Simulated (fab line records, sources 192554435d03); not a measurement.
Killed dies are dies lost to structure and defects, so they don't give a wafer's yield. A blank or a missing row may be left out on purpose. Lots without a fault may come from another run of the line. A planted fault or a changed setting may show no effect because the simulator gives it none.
Chamber matching | flow n5_finfet | N5_MOL_CONTACT_COAG_ALD_20 on ald_metal-03: 4 sister chambers
The step deposits TiN, target thk 1.5 nm, pulse time 1 s, purge time 3 s. 8 wafers are shown with their chamber, then 12 later ones without.

WAFERS WITH THEIR CHAMBER
wafer  | chamber | heater_power_w (W) | precursor_pulse_height_rel
L086.1 | 0       | 901                | 1.020
L088.5 | 0       | 912                | 1.009
L089.6 | 2       | 773                | 1.000
L090.1 | 3       | 946                | 0.988
L090.5 | 1       | 984                | 0.986
L091.3 | 1       | 992                | 0.969
L091.5 | 2       | 762                | 1.012
L091.6 | 3       | 941                | 1.010

WAFERS WITHOUT THEIR CHAMBER
wafer  | heater_power_w (W) | precursor_pulse_height_rel
L092.2 | 959                | 0.950
L092.3 | 954                | 1.013
L092.6 | 933                | 0.943
L093.2 | 769                | 0.974
L093.3 | 953                | 0.998
L093.5 | 935                | 0.953
L094.1 | 960                | 0.994
L094.5 | 981                | 1.005
L094.6 | 759                | 0.977
L097.2 | 893                | 0.976
L097.3 | 744                | 0.996
L097.5 | 868                | 0.999

WHICH CHAMBER EACH WENT THROUGH
wafer  | from the rows above     | in truth
L092.2 | can't be placed: 3 or 1 | 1
L092.3 | 3                       | 3
L092.6 | 3                       | 3
L093.2 | 2                       | 2
L093.3 | 3                       | 3
L093.5 | 3                       | 3
L094.1 | can't be placed: 3 or 1 | 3
L094.5 | 1                       | 1
L094.6 | 2                       | 2
L097.2 | 0                       | 0
L097.3 | 2                       | 2
L097.5 | 0                       | 0
Placed correctly: 10 of 12. Can't be placed from these rows: 2 (the true chamber is among the candidates in 2). Placed wrongly: 0.
How it was worked out, from the rows above alone: a wafer's distance from a chamber is the root of the sum, over the readings, of the square of ((its reading less the chamber's mean) divided by the reading's scatter). The wafer belongs to the nearest chamber; if the next one is less than 2 further off, it can't be placed. A chamber's mean is the mean of its shown wafers. The scatter: the root of (the sum of the squares of (reading less its chamber's mean) over the shown wafers, divided by (wafers less chambers)).
